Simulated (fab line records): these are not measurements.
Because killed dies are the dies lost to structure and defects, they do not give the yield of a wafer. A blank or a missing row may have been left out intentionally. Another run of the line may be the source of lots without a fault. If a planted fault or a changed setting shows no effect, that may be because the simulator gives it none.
fab line records ; flow nandHarc
[record] lots = 6; wafers = 16; lastDay = 32
route steps=1302 shown A_CONTACT@1073 END@1302
lots with no fault: from the same line, run without faults
startH: hours from the record's opening day to when the first of the lot's shown wafers began ; waitH: time in hours since the lot's previous step ; " as in the row above ; L1.1+2: a row that stands for several wafers ; - no value, or no start was given ; * or withheld: withheld ; < > ~ a bound
route shown NAME@n: names a module that has steps shown in the file, with the first one's number in the route ; usual: the fault-free wafers' mean and standard deviation ; same: alike in all rows ; chamber/n: place in a boat ; sites: each site's reading ; _std_site: the values' standard deviation ; _edge_site: mean of outer sites minus mean of inner sites ; radiusMm: how far each site lies from the wafer's centre ; mask NAME#n: copy n ; behind: the most recent tool/chamber to have shaped the wafer ; hold: the reason the lot was held/the length of the hold in hours/how it ended ; device: transistor that didn't switch, given as n, p or np ; end of line: at the end of the route, the tests of the same wafers ; a step with no rows: only its recipe ; killed: dies lost to structure and defects at the first sort, not the wafer's yield ; map: the dies of a wafer, with x for killed, . for not killed, _ for no die there
set.NAME: the run value of the setting; set.NAME@STEP: its run value at that earlier step ; model.NAME: the simulator's own value behind a step, which no gauge read
lots at some steps of the route; a table a step, a row a wafer
services: when a tool's chamber went out of use (startH, in hours from the record's first day, below 0 if earlier), for how many hours, and the reason
[[steps]]
[step NHARC_A_CONTACT_SOFTBAKE_03]
[recipe] tempC = 105; timeS = 55
[step NHARC_A_CONTACT_EBR_04]
[step NHARC_A_CONTACT_EXPOSE_05]
[recipe] na = 1.35; sigmaOuter = 0.8; doseMj = 84.24; maskId = A_CC
[step NHARC_A_CONTACT_PEB_06]
[recipe] pebTempC = 100; pebTimeS = 65
[step NHARC_A_CONTACT_DEVELOP_07]
[recipe] developTimeS = 35; devTempC = 23
[step NHARC_A_CONTACT_CD_MEAS_08]
[recipe] targetCdNm = 200; landingEnergyEv = 500
[usual] cdNm = 200.0/0.57
lot.wafer;tool;chamber;startH;waitH;cdNm
L887.1;cdSem-03;0;512.68;-;200.5
L887.4;cdSem-03;0;512.68;-;200.0
L887.6;cdSem-03;0;512.68;-;200.0
L893.1;cdSem-03;0;594.85;-;200.5
L893.5;cdSem-03;0;594.85;-;201.0
L895.1;cdSem-03;0;600.32;-;200.7
L895.5;cdSem-03;0;600.32;-;200.7
L905.2;cdSem-01;0;687.13;-;199.7
L905.3;cdSem-01;0;687.13;-;200.3
L905.4;cdSem-01;0;687.13;-;199.5
L904.1;cdSem-02;0;690.66;-;200.4
L904.2;cdSem-02;0;690.66;-;200.1
L904.6;cdSem-02;0;690.66;-;200.1
L909.2;cdSem-03;0;723.72;-;199.8
L909.4;cdSem-03;0;723.72;-;199.6
L909.6;cdSem-03;0;723.72;-;199.9
[step NHARC_A_CONTACT_OVL_MEAS_09]
[usual] overlayXNm = 0.1/0.85; overlayYNm = -0.1/0.69
lot.wafer;tool;chamber;startH;waitH;overlayXNm;overlayYNm
L887.1;overlay-01;-;512.77;-;1.9;0.1
L887.4;overlay-01;-;512.77;-;0.7;-0.3
L887.6;overlay-01;-;512.77;-;0.7;-0.4
L893.1;overlay-01;-;594.93;-;-0.5;0.6
L893.5;overlay-01;-;594.93;-;-0.8;0.3
L895.1;overlay-02;-;600.41;-;0.6;0.0
L895.5;overlay-02;-;600.41;-;0.1;0.1
L905.2;overlay-02;-;687.22;-;-0.7;0.6
L905.3;overlay-02;-;687.22;-;-0.9;0.3
L905.4;overlay-02;-;687.22;-;-0.8;0.5
L904.1;overlay-01;-;690.75;-;0.3;-0.2
L904.2;overlay-01;-;690.75;-;0.2;0.1
L904.6;overlay-01;-;690.75;-;0.2;0.1
L909.2;overlay-02;-;723.81;-;0.4;0.1
L909.4;overlay-02;-;723.81;-;0.2;-0.5
L909.6;overlay-02;-;723.81;-;0.9;-0.8
[step NHARC_A_CONTACT_INSPECT_10]
[usual] rawDefectCount = 83/36
lot.wafer;tool;chamber;startH;waitH;rawDefectCount
L887.1;defectInspect-02;-;512.80;0.0;51
L887.4;defectInspect-02;-;512.80;0.0;61
L887.6;defectInspect-02;-;512.80;0.0;54
L893.1;defectInspect-02;-;594.97;0.0;71
L893.5;defectInspect-02;-;594.97;0.0;78
L895.1;defectInspect-02;-;600.44;0.0;94
L895.5;defectInspect-02;-;600.44;0.0;86
L905.2;defectInspect-01;-;687.25;0.0;96
L905.3;defectInspect-01;-;687.25;0.0;90
L905.4;defectInspect-01;-;687.25;0.0;105
L904.1;defectInspect-02;-;690.79;0.0;66
L904.2;defectInspect-02;-;690.79;0.0;60
L904.6;defectInspect-02;-;690.79;0.0;54
L909.2;defectInspect-02;-;723.84;0.0;86
L909.4;defectInspect-02;-;723.84;0.0;84
L909.6;defectInspect-02;-;723.84;0.0;88
[step NHARC_A_CONTACT_DESCUM_13]
[recipe] timeS = 3; o2FlowSccm = 200; arFlowSccm = 0; biasPowerW = 0; chemistry = O2
[usual] drypumpMotorCurrentA = 5.8/0.51; oesProductAu = 1.002/0.011; rfVppV = 57.6/0.94; showerheadPlenumPTorr = 1.88/0.095; throttleValvePct = 11.310/0.0096
[same] timeS = 3
lot.wafer;tool;chamber;startH;waitH;drypumpMotorCurrentA;oesProductAu;rfHoursCounterH;rfVppV;showerheadPlenumPTorr;throttleValvePct
L887.4;rieDiel-13;3;512.87;0.1;5.2;1.019;25;57.8;1.81;11.312
L887.1;rieDiel-13;1;512.87;0.1;5.2;0.992;27;56.9;1.79;11.313
L887.6;rieDiel-13;3;512.87;0.1;5.2;1.017;-;59.9;1.81;11.312
L893.1;rieDiel-13;3;595.05;0.1;5.1;0.998;13;56.2;1.81;11.317
L893.5;rieDiel-13;2;595.05;0.1;5.9;1.005;-;56.7;1.80;11.301
L895.1;rieDiel-13;3;600.52;0.1;5.2;0.996;14;56.2;1.81;11.302
L895.5;rieDiel-13;2;600.52;0.1;5.9;1.010;-;57.8;1.80;11.307
L905.3;rieDiel-11;1;687.32;0.1;6.4;1.013;22;57.2;1.93;11.306
L905.4;rieDiel-11;2;687.32;0.1;5.5;1.019;26;57.2;1.80;11.316
L905.2;rieDiel-11;3;687.32;0.1;6.3;1.018;25;57.5;1.94;11.312
L904.2;rieDiel-13;3;690.86;0.1;5.1;0.996;28;56.7;1.80;11.311
L904.1;rieDiel-13;0;690.86;0.1;6.5;1.005;25;58.7;2.02;11.309
L904.6;rieDiel-13;3;690.86;0.1;5.2;0.993;-;57.3;1.81;11.311
L909.4;rieDiel-13;3;723.92;0.1;5.1;0.989;3;58.3;1.80;11.315
L909.2;rieDiel-13;0;723.92;0.1;6.5;1.008;4;59.3;2.02;11.318
L909.6;rieDiel-13;2;723.92;0.1;5.9;0.993;-;56.9;1.80;11.293
[step NHARC_A_CONTACT_ETCH_88]
[recipe] targetDepthA = 390; overEtchFrac = 0.3; timeS = 65; ionEnergyEv = 80; cf4FlowSccm = 150; arFlowSccm = 0; rfW = 300; biasW = 100; chemistry = CF4
[usual] cf4FlowSccm = 150.1/0.44; drypumpMotorCurrentA = 5.8/0.52; oesProductAu = 1.004/0.012; rfFwdPowerW = 297.2/0.95; rfVppV = 151.0/1.4; runLengthS = 86.1/0.38; showerheadPlenumPTorr = 1.75/0.086; throttleValvePct = 13.283/0.0087
[same] timeS = 65
lot.wafer;tool;chamber;startH;waitH;cf4FlowSccm;drypumpMotorCurrentA;oesProductAu;rfFwdPowerW;rfHoursCounterH;rfVppV;runLengthS;showerheadPlenumPTorr;throttleValvePct
L887.1;rieDiel-13;0;513.02;0.1;150.5;6.5;1.010;296.4;28;151.6;86.8;1.87;13.267
L887.4;rieDiel-13;2;513.02;0.1;149.3;5.9;0.997;296.4;27;149.0;86.0;1.68;13.292
L887.6;rieDiel-13;3;513.02;0.1;150.7;5.1;1.014;298.2;-;150.0;86.1;1.68;13.279
L893.1;rieDiel-13;3;595.12;0.1;149.9;5.1;0.998;296.9;13;150.9;86.0;1.68;13.290
L893.5;rieDiel-13;3;595.12;0.1;149.8;5.1;0.991;297.5;-;150.9;86.5;1.68;13.290
L895.1;rieDiel-13;2;600.60;0.1;151.2;5.9;0.989;296.3;14;149.1;86.0;1.67;13.280
L895.5;rieDiel-13;1;600.60;0.1;150.1;5.1;0.990;298.5;-;149.7;85.9;1.66;13.281
L905.4;rieDiel-11;3;687.40;0.1;150.9;6.3;1.022;296.1;25;150.9;85.9;1.79;13.290
L905.3;rieDiel-11;0;687.40;0.1;150.7;5.3;1.024;296.3;25;153.3;86.5;1.85;13.288
L905.2;rieDiel-11;2;687.40;0.1;150.6;5.5;1.013;297.7;26;148.9;85.7;1.68;13.291
L904.2;rieDiel-13;1;690.95;0.1;150.1;5.1;0.993;296.8;25;153.1;86.5;1.65;13.300
L904.1;rieDiel-13;2;690.95;0.1;149.9;5.9;0.990;297.1;28;151.0;85.7;1.67;13.269
L904.6;rieDiel-13;0;690.95;0.1;149.4;6.5;0.991;297.6;-;153.6;86.0;1.86;13.272
L909.4;rieDiel-13;3;723.99;0.1;150.4;5.1;0.994;297.2;3;150.0;86.1;1.67;13.282
L909.2;rieDiel-13;2;723.99;0.1;149.8;5.9;0.987;298.3;3;151.8;85.6;1.67;13.284
L909.6;rieDiel-13;0;723.99;0.1;150.6;6.5;1.009;295.0;-;152.5;86.4;1.86;13.280
[step NHARC_A_CONTACT_ETCH_89]
[recipe] targetDepthA = 2600; overEtchFrac = 0.3; timeS = 475.3; ionEnergyEv = 200; n2FlowSccm = 150; h2FlowSccm = 150; arFlowSccm = 0; rfW = 400; biasW = 150; chemistry = N2/H2
[usual] drypumpMotorCurrentA = 5.8/0.52; oesProductAu = 1.002/0.011; rfFwdPowerW = 399.4/1.2; rfVppV = 429.5/3; runLengthS = 496.4/0.35; showerheadPlenumPTorr = 2.01/0.11; throttleValvePct = 14.171/0.01
[same] timeS = 475.3
lot.wafer;tool;chamber;startH;waitH;drypumpMotorCurrentA;oesProductAu;rfFwdPowerW;rfHoursCounterH;rfVppV;runLengthS;showerheadPlenumPTorr;throttleValvePct
L887.1;rieDiel-13;1;-;-;5.1;0.992;399.6;27;426.7;496.1;1.90;14.172
L887.4;rieDiel-13;0;-;-;6.5;0.999;400.4;28;435.9;496.6;2.17;14.170
L887.6;rieDiel-13;2;-;-;5.9;1.003;398.9;-;426.8;495.8;1.92;14.163
L893.1;rieDiel-13;2;-;-;5.9;0.989;397.9;13;427.2;496.2;1.92;14.175
L893.5;rieDiel-13;3;-;-;5.2;0.995;399.5;-;427.0;496.5;1.93;14.167
L895.1;rieDiel-13;0;-;-;6.5;0.996;397.6;13;432.4;496.4;2.16;14.173
L895.5;rieDiel-13;2;-;-;5.9;0.996;399.3;-;426.3;496.1;1.92;14.170
L905.2;rieDiel-11;2;-;-;5.5;1.013;399.9;26;428.4;496.4;1.92;14.163
L905.4;rieDiel-11;3;-;-;6.3;1.023;400.3;25;430.6;496.4;2.07;14.175
L905.3;rieDiel-11;0;-;-;5.3;1.019;400.0;25;431.7;497.1;2.14;14.152
L904.2;rieDiel-13;2;-;-;5.9;0.986;399.3;28;427.1;496.6;1.91;14.181
L904.1;rieDiel-13;3;-;-;5.2;0.998;400.7;29;428.2;496.6;1.92;14.184
L904.6;rieDiel-13;2;-;-;5.9;0.999;400.6;-;427.6;496.1;1.91;14.171
L909.2;rieDiel-13;3;-;-;5.2;1.008;400.1;3;426.9;496.5;1.92;14.187
L909.4;rieDiel-13;2;-;-;5.9;0.993;399.9;3;427.4;495.8;1.91;14.164
L909.6;rieDiel-13;3;-;-;5.2;0.987;399.7;-;428.0;496.6;1.92;14.177
[step NHARC_A_CONTACT_ETCH_30]
[recipe] targetDepthA = 726; timeS = 36.3; cf4FlowSccm = 100; chf3FlowSccm = 30; arFlowSccm = 0; rfW = 500; biasW = 200; chemistry = CF4/CHF3
[usual] cf4FlowSccm = 99.97/0.28; chf3FlowSccm = 29.99/0.093; drypumpMotorCurrentA = 5.8/0.53; oesProductAu = 0.939/0.022; rfFwdPowerW = 493.6/1.6; rfVppV = 369.9/2.7; runLengthS = 57.4/0.39; showerheadPlenumPTorr = 1.55/0.076; throttleValvePct = 16.802/0.0095
[same] timeS = 36.3
lot.wafer;tool;chamber;startH;waitH;cf4FlowSccm;chf3FlowSccm;drypumpMotorCurrentA;oesProductAu;rfFwdPowerW;rfHoursCounterH;rfVppV;runLengthS;showerheadPlenumPTorr;throttleValvePct
L887.4;rieDiel-13;0;-;-;100.03;29.81;6.5;0.920;493.2;28;374.4;57.2;1.67;16.790
L887.1;rieDiel-13;3;-;-;100.66;30.07;5.1;0.933;492.3;26;368.3;57.4;1.50;16.787
L887.6;rieDiel-13;1;-;-;99.99;30.14;5.1;0.921;492.9;-;366.9;57.4;1.47;16.802
L893.1;rieDiel-13;3;-;-;99.72;30.09;5.1;0.924;492.4;13;367.2;58.0;1.49;16.791
L893.5;rieDiel-13;1;-;-;100.20;29.99;5.1;0.914;494.3;-;366.3;57.3;1.47;16.788
L895.1;rieDiel-13;3;-;-;100.84;29.95;5.1;0.975;491.8;14;367.2;58.1;1.49;16.814
L895.5;rieDiel-13;1;-;-;100.34;30.02;5.2;0.954;493.4;-;367.4;57.6;1.47;16.805
L905.4;rieDiel-11;1;-;-;99.72;30.05;6.4;0.929;490.5;22;370.3;56.7;1.58;16.824
L905.2;rieDiel-11;2;-;-;99.76;30.00;5.5;0.939;494.3;26;368.2;57.1;1.49;16.788
L905.3;rieDiel-11;3;-;-;99.54;30.10;6.3;0.937;491.2;25;371.8;57.0;1.59;16.802
L904.1;rieDiel-13;3;-;-;99.72;30.03;5.1;0.960;492.3;29;367.0;57.6;1.49;16.799
L904.2;rieDiel-13;0;-;-;99.79;29.96;6.5;0.960;495.1;25;372.7;57.5;1.66;16.789
L904.6;rieDiel-13;2;-;-;100.14;30.09;5.9;0.948;493.7;-;366.8;56.9;1.49;16.790
L909.2;rieDiel-13;2;-;-;99.74;30.01;5.9;0.952;494.9;3;368.6;56.8;1.48;16.795
L909.4;rieDiel-13;3;-;-;99.75;29.90;5.1;0.970;493.0;3;368.2;57.5;1.49;16.782
L909.6;rieDiel-13;3;-;-;99.94;29.95;5.1;0.985;490.8;-;368.5;57.4;1.49;16.798
[step NHARC_A_CONTACT_ETCH_31]
[recipe] targetDepthA = 28000; overEtchFrac = 0.3; timeS = 728; ionEnergyEv = 150; o2FlowSccm = 400; cosFlowSccm = 20; arFlowSccm = 0; rfW = 500; biasW = 300; chemistry = O2/COS
[usual] drypumpMotorCurrentA = 5.8/0.52; oesProductAu = 1.004/0.011; rfFwdPowerW = 499.3/1.5; rfVppV = 313.5/2.3; runLengthS = 749.1/0.35; showerheadPlenumPTorr = 3.08/0.15; throttleValvePct = 28.330/0.0098
lot.wafer;tool;chamber;startH;waitH;drypumpMotorCurrentA;oesProductAu;rfFwdPowerW;rfHoursCounterH;rfVppV;runLengthS;showerheadPlenumPTorr;throttleValvePct
L887.4;rieDiel-13;1;513.58;-;5.1;0.978;501.8;27;312.0;749.0;2.92;28.333
L887.1;rieDiel-13;2;513.58;-;5.9;0.989;499.0;27;312.5;748.7;2.96;28.360
L887.6;rieDiel-13;1;513.58;-;5.1;0.991;499.7;-;311.1;749.5;2.92;28.322
L893.1;rieDiel-13;3;595.68;-;5.1;1.006;496.5;13;311.6;749.2;2.96;28.336
L893.5;rieDiel-13;2;595.68;-;5.9;0.995;-;-;308.9;544.6;2.95;28.312
L895.1;rieDiel-13;2;601.16;-;5.9;0.998;496.9;14;311.1;748.5;2.95;28.333
L895.5;rieDiel-13;1;601.16;-;5.1;0.991;-;-;311.8;545.3;2.92;28.302
L905.2;rieDiel-11;2;687.91;-;5.5;1.014;499.6;26;312.3;749.2;2.95;28.349
L905.3;rieDiel-11;3;687.91;-;6.3;1.009;500.3;26;313.7;749.2;3.16;28.332
L905.4;rieDiel-11;0;687.91;-;5.3;1.017;499.7;25;315.6;749.7;3.27;28.319
L904.1;rieDiel-13;0;691.44;-;6.5;1.002;497.4;25;315.7;748.8;3.29;28.320
L904.2;rieDiel-13;3;691.44;-;5.1;0.989;497.3;29;311.1;749.4;2.95;28.354
L904.6;rieDiel-13;1;691.44;-;5.2;0.981;498.5;-;312.4;748.7;2.91;28.335
L909.2;rieDiel-13;3;724.56;-;5.2;1.009;499.1;3;312.0;749.2;2.95;28.326
L909.4;rieDiel-13;1;724.56;-;5.2;0.992;501.9;4;310.8;749.2;2.91;28.326
L909.6;rieDiel-13;3;724.56;-;5.2;1.001;498.8;-;310.1;749.2;2.95;28.325
[step NHARC_A_CONTACT_ETCH_134]
[recipe] sourceW = withheld; pressureMtorr = 20; biasV = withheld; timeS = 140; targetDepthA = 7000; arFlowSccm = withheld; c4f8FlowSccm = withheld; o2FlowSccm = withheld; chemistry = C4F8/O2/Ar
[usual] runLengthS = 141.0/0.46
[same] timeS = 140
lot.wafer;tool;chamber;startH;waitH;rfHoursCounterH;runLengthS
L887.1;harCapEtch-03;0;514.09;-;44;140.3
L887.4;harCapEtch-03;0;514.09;-;-;140.1
L887.6;harCapEtch-03;0;514.09;-;-;140.6
L893.1;harCapEtch-03;0;596.15;-;59;140.4
L893.5;harCapEtch-03;0;596.15;-;-;140.5
L895.1;harCapEtch-01;1;601.66;-;13;140.5
L895.5;harCapEtch-01;0;601.66;-;-;140.9
L905.2;harCapEtch-03;1;688.44;-;77;140.7
L905.3;harCapEtch-03;1;688.44;-;-;140.7
L905.4;harCapEtch-03;0;688.44;-;-;140.2
L904.1;harCapEtch-02;1;691.97;-;116;141.1
L904.2;harCapEtch-02;0;691.97;-;116;141.4
L904.6;harCapEtch-02;0;691.97;-;-;141.3
L909.2;harCapEtch-02;0;725.08;-;122;141.4
L909.4;harCapEtch-02;0;725.08;-;-;141.3
L909.6;harCapEtch-02;0;725.08;-;-;141.6
[step NHARC_END_SORT_01]
[recipe] tempC = 25
[usual] killedAtArray = 53/20; killedAtOther = 1/1.2; killedAtPeriphery = 3.7/2.6; killedDies = 58/20; killedOpen = 3.5/1.8; killedShort = 2.4/1.7
[same] grossDies = 677
lot.wafer;tool;chamber;startH;waitH;killedAtArray;killedAtOther;killedAtPeriphery;killedDies;killedOpen;killedShort
L893.5;prober-01;0;648.80;3.7;672;0;5;677;6;3
L895.5;prober-01;0;656.54;3.7;670;3;4;677;3;2
// killed by level:class
L893.5 A_CONTACT:areaEtch=615 A_SLIT:chamberFilmFlake=27 A_CHANNEL_HOLE_D2:chamberFilmFlake=16 P_STI:chamberFilmFlake=2 A_CHANNEL_HOLE_D1:chamberFilmFlake=2 A_STAIRCASE:chamberFilmFlake=2 P_CONTACT:geometricParticle:open=1 P_M0:geometricParticle:open=1
L895.5 A_CONTACT:areaEtch=612 A_SLIT:chamberFilmFlake=28 A_STAIRCASE:chamberFilmFlake=11 A_CHANNEL_HOLE_D2:chamberFilmFlake=10 A_CHANNEL_FILL_D2:chamberFilmFlake=4 THIN_TSV:chamberFilmFlake=3 P_M2:chamberFilmFlake=2 P_CONTACT:geometricParticle:open=1
// map L893.5 (x killed, . not)
____________x____________
_________xxxxxxx_________
_______xxxxxxxxxxx_______
______xxxxxxxxxxxxx______
_____xxxxxxxxxxxxxxx_____
____xxxxxxxxxxxxxxxxx____
____xxxxxxxxxxxxxxxxx____
___xxxxxxxxxxxxxxxxxxx___
___xxxxxxxxxxxxxxxxxxx___
__xxxxxxxxxxxxxxxxxxxxx__
__xxxxxxxxxxxxxxxxxxxxx__
_xxxxxxxxxxxxxxxxxxxxxxx_
_xxxxxxxxxxxxxxxxxxxxxxx_
_xxxxxxxxxxxxxxxxxxxxxxx_
_xxxxxxxxxxxxxxxxxxxxxxx_
_xxxxxxxxxxxxxxxxxxxxxxx_
xxxxxxxxxxxxxxxxxxxxxxxxx
xxxxxxxxxxxxxxxxxxxxxxxxx
xxxxxxxxxxxxxxxxxxxxxxxxx
xxxxxxxxxxxxxxxxxxxxxxxxx
xxxxxxxxxxxxxxxxxxxxxxxxx
_xxxxxxxxxxxxxxxxxxxxxxx_
_xxxxxxxxxxxxxxxxxxxxxxx_
_xxxxxxxxxxxxxxxxxxxxxxx_
_xxxxxxxxxxxxxxxxxxxxxxx_
_xxxxxxxxxxxxxxxxxxxxxxx_
__xxxxxxxxxxxxxxxxxxxxx__
__xxxxxxxxxxxxxxxxxxxxx__
___xxxxxxxxxxxxxxxxxxx___
___xxxxxxxxxxxxxxxxxxx___
____xxxxxxxxxxxxxxxxx____
____xxxxxxxxxxxxxxxxx____
_____xxxxxxxxxxxxxxx_____
______xxxxxxxxxxxxx______
_______xxxxxxxxxxx_______
_________xxxxxxx_________
____________x____________
// map L895.5 (x killed, . not)
____________x____________
_________xxxxxxx_________
_______xxxxxxxxxxx_______
______xxxxxxxxxxxxx______
_____xxxxxxxxxxxxxxx_____
____xxxxxxxxxxxxxxxxx____
____xxxxxxxxxxxxxxxxx____
___xxxxxxxxxxxxxxxxxxx___
___xxxxxxxxxxxxxxxxxxx___
__xxxxxxxxxxxxxxxxxxxxx__
__xxxxxxxxxxxxxxxxxxxxx__
_xxxxxxxxxxxxxxxxxxxxxxx_
_xxxxxxxxxxxxxxxxxxxxxxx_
_xxxxxxxxxxxxxxxxxxxxxxx_
_xxxxxxxxxxxxxxxxxxxxxxx_
_xxxxxxxxxxxxxxxxxxxxxxx_
xxxxxxxxxxxxxxxxxxxxxxxxx
xxxxxxxxxxxxxxxxxxxxxxxxx
xxxxxxxxxxxxxxxxxxxxxxxxx
xxxxxxxxxxxxxxxxxxxxxxxxx
xxxxxxxxxxxxxxxxxxxxxxxxx
_xxxxxxxxxxxxxxxxxxxxxxx_
_xxxxxxxxxxxxxxxxxxxxxxx_
_xxxxxxxxxxxxxxxxxxxxxxx_
_xxxxxxxxxxxxxxxxxxxxxxx_
_xxxxxxxxxxxxxxxxxxxxxxx_
__xxxxxxxxxxxxxxxxxxxxx__
__xxxxxxxxxxxxxxxxxxxxx__
___xxxxxxxxxxxxxxxxxxx___
___xxxxxxxxxxxxxxxxxxx___
____xxxxxxxxxxxxxxxxx____
____xxxxxxxxxxxxxxxxx____
_____xxxxxxxxxxxxxxx_____
______xxxxxxxxxxxxx______
_______xxxxxxxxxxx_______
_________xxxxxxx_________
____________x____________
[[services]]
tool;chamber;startH;hours;kind
harCapEtch-01;-;498.78;17.0;pm
rieDiel-13;0;499.69;-;clean
rieDiel-13;1;499.69;-;clean
rieDiel-13;2;499.69;-;clean
rieDiel-13;3;499.69;-;clean
rieDiel-13;2;515.42;8.9;repair
rieDiel-13;-;519.50;9.0;pm
rieDiel-13;0;519.50;9.0;ventCycle
rieDiel-13;1;519.50;9.0;ventCycle
rieDiel-13;3;519.50;9.0;ventCycle
rieDiel-13;0;528.50;-;clean
harCapEtch-03;-;551.01;1.0;repair
rieDiel-13;0;581.21;2.0;repair
rieDiel-11;-;614.31;9.0;pm
rieDiel-11;1;633.94;10.6;repair
rieDiel-13;2;656.08;23.4;repair
rieDiel-13;0;658.12;8.8;repair
rieDiel-13;-;661.48;13.2;repair
harCapEtch-02;-;680.07;1.0;repair
rieDiel-13;-;681.11;1.4;repair
rieDiel-13;-;696.50;9.0;pm
rieDiel-11;0;711.30;6.6;repair
harCapEtch-03;-;716.22;0.6;repair
rieDiel-11;0;722.45;6.6;repair
[[key]]
[firstSign] step = NHARC_A_CONTACT_ETCH_31; reading = runLengthS; direction = down; sigmas = 99+; usual = *; struck = *
[effect] step = NHARC_END_SORT_01; reading = killedAtArray; direction = up; sigmas = 31; usual = 53; struck = 671
[moreKillsBornAt] NHARC_A_CONTACT_ETCH_31@rieDiel-13 = 1227
metAt NHARC_A_CONTACT_ETCH_31
struckWafers L893.5,L895.5
laterRowsLeftOut L893.5,L895.5
testerLeftOut L893,L895
onsetBetween 513.58 595.68
[fault] kind = processParameterDrift; tool = rieDiel-13; chamber = -; onsetH = 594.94; steps = NHARC_A_CONTACT_ETCH_31; channel = timeS; offset = *; shape = step; endH = 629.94; scope = struckWafersOnly; actsIn = *; stated = *
// testerLeftOut: of these lots the tester's yield and bins aren't shown, on N5 and GAA mostly nor the transistor test; their killed dies are dies lost to structure and defects alone, not to doping, threshold or leakage, so they don't give the yield
// laterRowsLeftOut: the simulator's readings of these wafers behind a module that went badly wrong aren't trusted and aren't shown, but for the sort
